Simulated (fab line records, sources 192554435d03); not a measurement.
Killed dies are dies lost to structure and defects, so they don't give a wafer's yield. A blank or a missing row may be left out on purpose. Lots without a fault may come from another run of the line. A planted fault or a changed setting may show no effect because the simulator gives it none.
Chamber matching | flow n5_finfet | N5_BEOL_M4_DEP_57 on pecvd-01: 3 sister chambers
The step deposits SiCN from 3MS/NH3, target thk 8 nm, time 14 s. 6 wafers are shown with their chamber, then 8 later ones without.

WAFERS WITH THEIR CHAMBER
wafer  | chamber | showerhead_plenum_p_Torr (Torr) | throttle_valve_pct (%)
L086.1 | 2       | 3.674                           | 8.2
L086.3 | 1       | 3.662                           | 8.7
L089.4 | 2       | 3.681                           | 8.3
L089.5 | 0       | 3.696                           | 9.3
L089.6 | 1       | 3.646                           | 9.1
L090.1 | 0       | 3.674                           | 8.8

WAFERS WITHOUT THEIR CHAMBER
wafer  | showerhead_plenum_p_Torr (Torr) | throttle_valve_pct (%)
L090.2 | 3.672                           | 8.5
L090.3 | 3.656                           | 8.6
L090.4 | 3.684                           | 8.2
L090.5 | 3.677                           | 8.9
L090.6 | 3.647                           | 9.1
L092.3 | 3.689                           | 9.2
L092.5 | 3.682                           | 8.4
L092.6 | 3.645                           | 8.8

WHICH CHAMBER EACH WENT THROUGH
wafer  | from the rows above          | in truth
L090.2 | can't be placed: 2 or 1 or 0 | 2
L090.3 | can't be placed: 1 or 2 or 0 | 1
L090.4 | 2                            | 2
L090.5 | can't be placed: 0 or 1 or 2 | 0
L090.6 | 1                            | 1
L092.3 | 0                            | 0
L092.5 | can't be placed: 2 or 0      | 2
L092.6 | 1                            | 1
Placed correctly: 4 of 8. Can't be placed from these rows: 4 (the true chamber is among the candidates in 4). Placed wrongly: 0.
How it was worked out, from the rows above alone: a wafer's distance from a chamber is the root of the sum, over the readings, of the square of ((its reading less the chamber's mean) divided by the reading's scatter). The wafer belongs to the nearest chamber; if the next one is less than 2 further off, it can't be placed. A chamber's mean is the mean of its shown wafers. The scatter: the root of (the sum of the squares of (reading less its chamber's mean) over the shown wafers, divided by (wafers less chambers)).
